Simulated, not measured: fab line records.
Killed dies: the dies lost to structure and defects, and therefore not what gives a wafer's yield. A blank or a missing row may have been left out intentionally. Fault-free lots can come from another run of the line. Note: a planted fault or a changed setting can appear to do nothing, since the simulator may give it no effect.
What tool caused it? :: flow nand harc :: 38 wafers from 13 lots sampled at 6 of the route's 1302 steps

## WHAT THE GAUGES READ, wafer by wafer
NHARC_A_ONON_D2_THK_MEAS_02: measures by ellipsometry. Usual: thk nm at 1001 nm, with a standard deviation of 7.9.
lot: L359
measured: day 13 08:08
on: film metro-02
thk nm (nm): 1011 1013 1010
flag: 

lot: L360
measured: day 14 01:34
on: film metro-02
thk nm (nm): 1005 621
flag: OFF

lot: L362
measured: day 14 10:45
on: film metro-01
thk nm (nm): 1004 623 1005
flag: OFF

lot: L364
measured: day 15 17:11
on: film metro-02
thk nm (nm): 1008 622 1006
flag: OFF

lot: L372
measured: day 18 09:41
on: film metro-01
thk nm (nm): 997 994 995
flag: 

lot: L374
measured: day 19 09:23
on: film metro-02
thk nm (nm): 1020 1019 1019
flag: 

lot: L373
measured: day 19 09:22
on: film metro-01
thk nm (nm): 985 986 986
flag: 

lot: L375
measured: day 20 05:15
on: film metro-01
thk nm (nm): 990 991 990
flag: 

lot: L376
measured: day 20 13:06
on: film metro-02
thk nm (nm): 1002 1001 1002
flag: 

lot: L377
measured: day 20 21:19
on: film metro-01
thk nm (nm): 986 986 986
flag: 

lot: L378
measured: day 21 06:49
on: film metro-01
thk nm (nm): 999 1000 1000
flag: 

lot: L379
measured: day 21 15:41
on: film metro-02
thk nm (nm): 998 998 998
flag: 

lot: L380
measured: day 22 00:57
on: film metro-02
thk nm (nm): 1005 1006 1003
flag: 

NHARC_END_SORT_01. Usual: killed at array 55, standard deviation 20; killed at other 1.2, standard deviation 1.3; killed at periphery 4.0, standard deviation 3; killed dies 60, standard deviation 21; killed open 3.2, standard deviation 1.9; killed short 2.5, standard deviation 1.6.
lot: L360
measured: day 25 14:20
on: prober-02
killed at array: 31 673
killed at other: 1 0
killed at periphery: 5 4
killed dies: 37 677
killed open: 5 7
killed short: 3 5
flag: OFF

lot: L362
measured: day 26 06:44
on: prober-02
killed at array: 61 676 55
killed at other: 4 1 2
killed at periphery: 1 0 3
killed dies: 66 677 60
killed open: 4 6 4
killed short: 5 0 2
flag: OFF

lot: L364
measured: day 27 06:13
on: prober-02
killed at array: 84 673 75
killed at other: 1 0 5
killed at periphery: 0 4 4
killed dies: 85 677 84
killed open: 5 4 1
killed short: 3 2 5
flag: OFF

## EACH LOT AND THE TOOL THAT RAN IT (in order: tool; ch and the chambers of the sampled wafers; start)
lot: L359
NHARC_A_CHANNEL_FILL_D1_ALD_16: ald hk-02 ch 0,1,3, day 10 05:49
NHARC_A_DECK1_JOINT_CMP_13: cmp-01 ch 0,1, day 12 07:23
NHARC_A_DECK1_JOINT_ETCHBACK_00: rie si-03 ch 0,1,3, day 12 07:48
NHARC_A_ONON_D2_DEP_00: pecvd onon-01 ch 0, day 13 07:41

lot: L360
NHARC_A_CHANNEL_FILL_D1_ALD_16: ald hk-02 ch 1,2, day 10 14:52
NHARC_A_DECK1_JOINT_CMP_13: cmp-04 ch 0,1, day 12 21:53
NHARC_A_DECK1_JOINT_ETCHBACK_00: rie si-01 ch 0,3, day 12 22:17
NHARC_A_ONON_D2_DEP_00: pecvd onon-01 ch 0, day 14 01:11

lot: L362
NHARC_A_CHANNEL_FILL_D1_ALD_16: ald hk-02 ch 1,2,3, day 11 05:36
NHARC_A_DECK1_JOINT_CMP_13: cmp-02 ch 0,1, day 13 06:43
NHARC_A_DECK1_JOINT_ETCHBACK_00: rie si-01 ch 0,2,3, day 13 07:07
NHARC_A_ONON_D2_DEP_00: pecvd onon-01 ch 0, day 14 10:18

lot: L364
NHARC_A_CHANNEL_FILL_D1_ALD_16: ald hk-03 ch 1,2, day 12 13:55
NHARC_A_DECK1_JOINT_CMP_13: cmp-04 ch 0,1,2, day 14 16:23
NHARC_A_DECK1_JOINT_ETCHBACK_00: rie si-03 ch 1,2, day 14 16:44
NHARC_A_ONON_D2_DEP_00: pecvd onon-01 ch 0, day 15 16:40

lot: L372
NHARC_A_CHANNEL_FILL_D1_ALD_16: ald hk-02 ch 0,1,2, day 15 07:37
NHARC_A_DECK1_JOINT_CMP_13: cmp-01 ch 2,3, day 17 05:14
NHARC_A_DECK1_JOINT_ETCHBACK_00: rie si-03 ch 2,3, day 17 05:35
NHARC_A_ONON_D2_DEP_00: pecvd onon-01 ch 0, day 18 09:14

lot: L374
NHARC_A_CHANNEL_FILL_D1_ALD_16: ald hk-04 ch 0,2,3, day 16 06:11
NHARC_A_DECK1_JOINT_CMP_13: cmp-02 ch 0,2,3, day 18 04:01
NHARC_A_DECK1_JOINT_ETCHBACK_00: rie si-01 ch 0,1,2, day 18 04:22
NHARC_A_ONON_D2_DEP_00: pecvd onon-04 ch 0, day 19 08:56

lot: L373
NHARC_A_CHANNEL_FILL_D1_ALD_16: ald hk-03 ch 0,1, day 16 06:12
NHARC_A_DECK1_JOINT_CMP_13: cmp-01 ch 0,1,2, day 18 04:02
NHARC_A_DECK1_JOINT_ETCHBACK_00: rie si-05 ch 1,2,3, day 18 04:23
NHARC_A_ONON_D2_DEP_00: pecvd onon-01 ch 0, day 19 08:52

lot: L375
NHARC_A_CHANNEL_FILL_D1_ALD_16: ald hk-04 ch 2,3, day 17 03:49
NHARC_A_DECK1_JOINT_CMP_13: cmp-02 ch 0,2,3, day 19 01:42
NHARC_A_DECK1_JOINT_ETCHBACK_00: rie si-03 ch 1,2,3, day 19 02:04
NHARC_A_ONON_D2_DEP_00: pecvd onon-02 ch 0, day 20 04:55

lot: L376
NHARC_A_CHANNEL_FILL_D1_ALD_16: ald hk-02 ch 0,1,2, day 17 09:44
NHARC_A_DECK1_JOINT_CMP_13: cmp-04 ch 0,1, day 19 08:55
NHARC_A_DECK1_JOINT_ETCHBACK_00: rie si-01 ch 2,3, day 19 09:19
NHARC_A_ONON_D2_DEP_00: pecvd onon-01 ch 0, day 20 12:39

lot: L377
NHARC_A_CHANNEL_FILL_D1_ALD_16: ald hk-02 ch 0,1,3, day 17 16:29
NHARC_A_DECK1_JOINT_CMP_13: cmp-04 ch 1,2,3, day 19 14:28
NHARC_A_DECK1_JOINT_ETCHBACK_00: rie si-03 ch 1,3, day 19 14:48
NHARC_A_ONON_D2_DEP_00: pecvd onon-01 ch 0, day 20 20:49

lot: L378
NHARC_A_CHANNEL_FILL_D1_ALD_16: ald hk-04 ch 0,2,3, day 18 04:10
NHARC_A_DECK1_JOINT_CMP_13: cmp-01 ch 1,2,3, day 20 02:26
NHARC_A_DECK1_JOINT_ETCHBACK_00: rie si-03 ch 0,2,3, day 20 02:47
NHARC_A_ONON_D2_DEP_00: pecvd onon-02 ch 0, day 21 06:19

lot: L379
NHARC_A_CHANNEL_FILL_D1_ALD_16: ald hk-03 ch 2,3, day 18 17:18
NHARC_A_DECK1_JOINT_CMP_13: cmp-04 ch 1,2,3, day 20 14:58
NHARC_A_DECK1_JOINT_ETCHBACK_00: rie si-03 ch 1,2,3, day 20 15:22
NHARC_A_ONON_D2_DEP_00: pecvd onon-01 ch 0, day 21 15:11

lot: L380
NHARC_A_CHANNEL_FILL_D1_ALD_16: ald hk-03 ch 2,3, day 19 02:08
NHARC_A_DECK1_JOINT_CMP_13: cmp-04 ch 0,2,3, day 21 00:19
NHARC_A_DECK1_JOINT_ETCHBACK_00: rie si-05 ch 2,3, day 21 00:40
NHARC_A_ONON_D2_DEP_00: pecvd onon-01 ch 0, day 22 00:30
- NHARC_A_CHANNEL_FILL_D1_ALD_16: deposits SiO2, target thk 1.5 nm, pulse time 10 s, ald cycles 15.
- NHARC_A_DECK1_JOINT_CMP_13: polishes, target thk 51.023 nm.
- NHARC_A_DECK1_JOINT_ETCHBACK_00: etches the open film in HBr, target depth 30 nm, time 17.4 s.
- NHARC_A_ONON_D2_DEP_00: target thk 1000 nm.

## WHAT THE TOOLS THEMSELVES READ (means of the sampled wafers that have a number; where no wafer has one, the mark that the record gives instead)
NHARC_A_CHANNEL_FILL_D1_ALD_16. Usual: heater power w 468 W, standard deviation 29; precursor pulse height rel 1.001, standard deviation 0.021.
lot: L359
tool: ald hk-02
heater power w (W): 493
precursor pulse height rel: 0.985
flag: 

lot: L360
tool: ald hk-02
heater power w (W): 461
precursor pulse height rel: 0.994
flag: 

lot: L362
tool: ald hk-02
heater power w (W): 462
precursor pulse height rel: 1.013
flag: 

lot: L364
tool: ald hk-03
heater power w (W): 454
precursor pulse height rel: 1.009
flag: 

lot: L372
tool: ald hk-02
heater power w (W): 474
precursor pulse height rel: 1.002
flag: 

lot: L374
tool: ald hk-04
heater power w (W): 475
precursor pulse height rel: 0.996
flag: 

lot: L373
tool: ald hk-03
heater power w (W): 487
precursor pulse height rel: 1.003
flag: 

lot: L375
tool: ald hk-04
heater power w (W): 496
precursor pulse height rel: 1.017
flag: 

lot: L376
tool: ald hk-02
heater power w (W): 471
precursor pulse height rel: 0.996
flag: 

lot: L377
tool: ald hk-02
heater power w (W): 482
precursor pulse height rel: 1.031
flag: 

lot: L378
tool: ald hk-04
heater power w (W): 482
precursor pulse height rel: 0.992
flag: 

lot: L379
tool: ald hk-03
heater power w (W): 474
precursor pulse height rel: 1.006
flag: 

lot: L380
tool: ald hk-03
heater power w (W): 472
precursor pulse height rel: 0.999
flag: 

NHARC_A_DECK1_JOINT_CMP_13. Usual: motor current A 11.9 A, standard deviation 1.2; retaining ring pressure frac 1.000, standard deviation 0.0048; time to endpoint s 9.0 s, standard deviation 2.8.
lot: L359
tool: cmp-01
motor current A (A): 13.4
retaining ring pressure frac: 1.003
time to endpoint s (s): 8.6
flag: 

lot: L360
tool: cmp-04
motor current A (A): 11.8
retaining ring pressure frac: 1.002
time to endpoint s (s): 13.4
flag: 

lot: L362
tool: cmp-02
motor current A (A): 12.0
retaining ring pressure frac: 0.999
time to endpoint s (s): 4.4
flag: 

lot: L364
tool: cmp-04
motor current A (A): 11.8
retaining ring pressure frac: 1.004
time to endpoint s (s): 10.1
flag: 

lot: L372
tool: cmp-01
motor current A (A): 11.7
retaining ring pressure frac: 1.003
time to endpoint s (s): 8.6
flag: 

lot: L374
tool: cmp-02
motor current A (A): 11.7
retaining ring pressure frac: 0.997
time to endpoint s (s): 11.2
flag: 

lot: L373
tool: cmp-01
motor current A (A): 12.6
retaining ring pressure frac: 1.000
time to endpoint s (s): 10.5
flag: 

lot: L375
tool: cmp-02
motor current A (A): 11.4
retaining ring pressure frac: 0.999
time to endpoint s (s): 8.0
flag: 

lot: L376
tool: cmp-04
motor current A (A): 12.0
retaining ring pressure frac: 1.002
time to endpoint s (s): 10.7
flag: 

lot: L377
tool: cmp-04
motor current A (A): 11.3
retaining ring pressure frac: 1.000
time to endpoint s (s): 9.7
flag: 

lot: L378
tool: cmp-01
motor current A (A): 12.6
retaining ring pressure frac: 0.995
time to endpoint s (s): 6.0
flag: 

lot: L379
tool: cmp-04
motor current A (A): 11.6
retaining ring pressure frac: 1.004
time to endpoint s (s): 11.0
flag: 

lot: L380
tool: cmp-04
motor current A (A): 11.6
retaining ring pressure frac: 1.006
time to endpoint s (s): 10.7
flag: 

NHARC_A_DECK1_JOINT_ETCHBACK_00. Usual: drypump motor current A 5.8 A, standard deviation 0.32; oes product au 1.000 a.u., standard deviation 0.011; throttle valve pct 23.265 %, standard deviation 0.0096.
lot: L359
tool: rie si-03
drypump motor current A (A): 5.9
oes product au (a.u.): 0.998
throttle valve pct (%): 23.262
flag: 

lot: L360
tool: rie si-01
drypump motor current A (A): 5.5
oes product au (a.u.): 1.010
throttle valve pct (%): 23.264
flag: 

lot: L362
tool: rie si-01
drypump motor current A (A): 5.8
oes product au (a.u.): 1.007
throttle valve pct (%): 23.270
flag: 

lot: L364
tool: rie si-03
drypump motor current A (A): 6.0
oes product au (a.u.): 1.000
throttle valve pct (%): 23.266
flag: 

lot: L372
tool: rie si-03
drypump motor current A (A): 5.6
oes product au (a.u.): 1.005
throttle valve pct (%): 23.269
flag: 

lot: L374
tool: rie si-01
drypump motor current A (A): 5.9
oes product au (a.u.): 1.011
throttle valve pct (%): 23.273
flag: 

lot: L373
tool: rie si-05
drypump motor current A (A): 5.6
oes product au (a.u.): 0.987
throttle valve pct (%): 23.253
flag: 

lot: L375
tool: rie si-03
drypump motor current A (A): 5.8
oes product au (a.u.): 0.998
throttle valve pct (%): 23.272
flag: 

lot: L376
tool: rie si-01
drypump motor current A (A): 6.0
oes product au (a.u.): 1.010
throttle valve pct (%): 23.261
flag: 

lot: L377
tool: rie si-03
drypump motor current A (A): 5.8
oes product au (a.u.): 0.995
throttle valve pct (%): 23.270
flag: 

lot: L378
tool: rie si-03
drypump motor current A (A): 5.9
oes product au (a.u.): 1.002
throttle valve pct (%): 23.262
flag: 

lot: L379
tool: rie si-03
drypump motor current A (A): 5.8
oes product au (a.u.): 0.996
throttle valve pct (%): 23.273
flag: 

lot: L380
tool: rie si-05
drypump motor current A (A): 5.5
oes product au (a.u.): 0.990
throttle valve pct (%): 23.258
flag: 

## THE ANSWER, worked out from the rows above alone
Rule: a lot counts as off when the mean over its wafers that have a number is more than 3 standard deviations away from the usual mean. A lot without any number at a reading at which 4 lots or more have one is off too. Any other lot the step has rows for is counted as sound. First the gauges in route order, then the tools' own readings, where a lot's mean is used as printed above. The first step at which some lot is off is used, and at that step the reading that is off furthest; a lot without a number counts as furthest.
Off, at NHARC_A_ONON_D2_THK_MEAS_02 on thk nm: L360, L362, L364.
A tool fits if, at a process step before that reading, it ran every lot that is off, and no sound lot after the first of them. Not tried: the gauges at NHARC_A_ONON_D2_THK_MEAS_02; whatever is off there is also off at NHARC_END_SORT_01, on other tools, and gauge error can't account for it. No candidate that was tried fits.

## WHAT WAS PUT IN BY THE SIMULATOR
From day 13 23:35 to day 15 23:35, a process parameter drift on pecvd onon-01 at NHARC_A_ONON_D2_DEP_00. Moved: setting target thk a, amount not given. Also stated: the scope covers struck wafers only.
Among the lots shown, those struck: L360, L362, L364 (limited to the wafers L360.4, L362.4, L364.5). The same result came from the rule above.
